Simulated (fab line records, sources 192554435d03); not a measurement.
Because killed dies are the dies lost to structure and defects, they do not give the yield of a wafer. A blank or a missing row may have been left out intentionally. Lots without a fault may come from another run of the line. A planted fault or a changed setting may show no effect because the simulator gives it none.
Struck lot and sound lot, side by side | flow n5 finfet | 14 out of 1938 route steps
Sound: the wafers L965.2, L965.4, L965.6. Wafers L976.4, L976.5 were the ones struck. The cause is given at the end.
At each step with rows: each side's tool, then ch and its chambers, then its first start. Under that, the readings that differ: sound wafers | struck wafers | difference of the means | sigmas: that difference in standard deviations of wafers without a fault.
alike: readings whose means differ by less than 2 such deviations, and words and numbers that are the same on both sides. not compared: withheld readings, readings that some wafer has no value for, bounds like >300 that may hide the same value, and numbers for which the record gives no deviation and whose values overlap.
A row with sigmas, a row that says differs or no value, or rows on one side alone: a step with any of these is where the two part. Numbers that don't overlap but have no deviation are shown without sigmas and don't part them. A reading missing from all wafers of one side parts the sides only when that side holds two or more wafers.

first, 1 step without rows for these wafers: N5_MOL_CONTACT_COAG_SPUTTER_143 (material Co, target thk 2.5 nm).
N5_MOL_CONTACT_COAG_CO_FILL_22: material Co, precursor CCTBA/H2, target thk 20 nm.
  sound on cvd co-02 ch 0,2, day 5 23:48; struck on cvd co-01 ch 1,2, day 8 17:38
  alike: chamber pressure Torr, heater power w
N5_MOL_CONTACT_COAG_ANNEAL_113: time 300 s.
  sound on rtp anneal-02 ch 0, day 6 00:51; struck on rtp anneal-01 ch 0, day 8 18:28
  reading            | sound          | struck    | difference | sigmas
  lamp power pct (%) | 2.87 2.88 2.88 | 2.39 2.38 | -0.49      | -2
  alike: wafer_temp_C_max
N5_MOL_CONTACT_COAG_PRE_CLEAN_142: time 60 s.
  struck on pvd sputter-02, day 8 20:47; sound on pvd sputter-03, day 6 02:17
  alike: heater power w
then, 3 steps without rows for these wafers: N5_MOL_CONTACT_COAG_SPUTTER_130 (material Co, target thk 47.5 nm); N5_MOL_CONTACT_COAG_PRECLEAN_125 (cleans in DIW, time 57.5 s); N5_MOL_CONTACT_COAG_SRD_126 (dry time 32 s).
N5_MOL_CONTACT_COAG_CMP_23: polishes, stops on SiO2, t overpolish 1.5 s, target thk 0 nm.
  sound on cmp-01 ch 0,1, day 6 02:31; struck on cmp-03 ch 1,2, day 8 21:03
  alike: motor current A, overpolish run s, time to endpoint s
then, 2 steps without rows for these wafers: N5_MOL_CONTACT_COAG_WET_ETCH_26 (target Co, target depth 13 nm); N5_MOL_CONTACT_COAG_WET_ETCH_116 (etches the open film in SC1-inhibited, target depth 4.6 nm, rinse time 30 s).
N5_MOL_CONTACT_COAG_ALD_27: deposits SiOC, target thk 17 nm, pulse time 1.5 s, time 2720 s.
  sound on ald sin-03 ch 0,2,3, day 6 03:28; struck on ald sin-03 ch 3, day 8 22:23
  reading                      | sound                | struck        | difference | sigmas
  chamber pressure Torr (Torr) | 2.007 2.008 2.004    | 1.996 1.999   | -0.009     | -2
  run length s (s)             | 2769.3 2770.7 2770.6 | 3532.9 3533.9 | +763.2     | +99 or more
  time s (s)                   | 2720 2720 2720       | 3483.8 3483.8 | +763.8     |
  alike: heater power w, precursor pulse height rel
N5_MOL_CONTACT_COAG_CMP_28: polishes, stops on SiNx, t overpolish 0.85 s, target thk 14.522 nm.
  sound on cmp-03 ch 0,2,3, day 6 05:07; struck on cmp-01 ch 0,2, day 9 00:04
  reading                | sound        | struck  | difference | sigmas
  time to endpoint s (s) | 11.5 8.1 6.4 | 0.6 2.9 | -6.9       | -3
  alike: motor current A
-- here the record skips 3 days between the struck wafers' starts before and after, leaving off in module MOL_CONTACT_COAG and picking up in module BEOL_M4 (first step shown: number 1111 of the route) --
N5_BEOL_M4_RC_MEAS_101:
  sound on prober-02 ch 0, day 9 18:59; struck on prober-02 ch 0, day 11 23:37
  reading        | sound             | struck      | difference | sigmas
  IOFF_N (nA/um) | 0.173 0.186 0.177 | 0.135 0.115 | -0.054     | -2
  VT_N (mV)      | 250.2 248.0 246.3 | 251.1 255.8 | +5.3       | +2
  alike: DIBL_N, DIBL_P, IOFF_P, ION_N, ION_P, SS_N, SS_P, VT_P
N5_PASSIVATION_PROBE_49:
  the record has rows for the sound wafers here (prober-01, day 13 23:26) and none for the struck ones

== WHERE THEY PART ==
At N5_MOL_CONTACT_COAG_ANNEAL_113 first; at N5_PASSIVATION_PROBE_49 last (within this record only).

WHY: what the simulator had put in
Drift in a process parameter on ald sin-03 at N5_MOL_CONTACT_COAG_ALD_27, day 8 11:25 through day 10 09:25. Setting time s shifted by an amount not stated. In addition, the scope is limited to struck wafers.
